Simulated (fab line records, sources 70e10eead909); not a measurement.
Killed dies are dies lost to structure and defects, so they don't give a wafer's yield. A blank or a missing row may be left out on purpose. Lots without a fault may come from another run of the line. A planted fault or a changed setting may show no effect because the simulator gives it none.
Chamber matching | flow nand_harc | NHARC_P_M1_DEP_33 on pecvd-03: 3 sister chambers
The step deposits SiCN, target thk 30 nm. 6 wafers are shown with their chamber, then 7 later ones without.

WAFERS WITH THEIR CHAMBER
wafer  | chamber | heater_power_w (W)
L087.4 | 0       | 413
L085.1 | 0       | 445
L085.2 | 1       | 510
L085.3 | 2       | 519
L092.4 | 2       | 540
L092.5 | 1       | 494

WAFERS WITHOUT THEIR CHAMBER
wafer  | heater_power_w (W)
L092.6 | 480
L095.2 | 468
L095.3 | 567
L095.5 | 474
L095.1 | 561
L095.4 | 572
L095.6 | 570

WHICH CHAMBER EACH WENT THROUGH
wafer  | from the rows above          | in truth
L092.6 | can't be placed: 1 or 2 or 0 | 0
L095.2 | can't be placed: 1 or 0 or 2 | 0
L095.3 | can't be placed: 2 or 1      | 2
L095.5 | can't be placed: 1 or 0 or 2 | 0
L095.1 | can't be placed: 2 or 1      | 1
L095.4 | can't be placed: 2 or 1      | 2
L095.6 | can't be placed: 2 or 1      | 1
Placed correctly: 0 of 7. Can't be placed from these rows: 7 (the true chamber is among the candidates in 7). Placed wrongly: 0.
How it was worked out, from the rows above alone: a wafer's distance from a chamber is the root of the sum, over the readings, of the square of ((its reading less the chamber's mean) divided by the reading's scatter). The wafer belongs to the nearest chamber; if the next one is less than 2 further off, it can't be placed. A chamber's mean is the mean of its shown wafers. The scatter: the root of (the sum of the squares of (reading less its chamber's mean) over the shown wafers, divided by (wafers less chambers)).
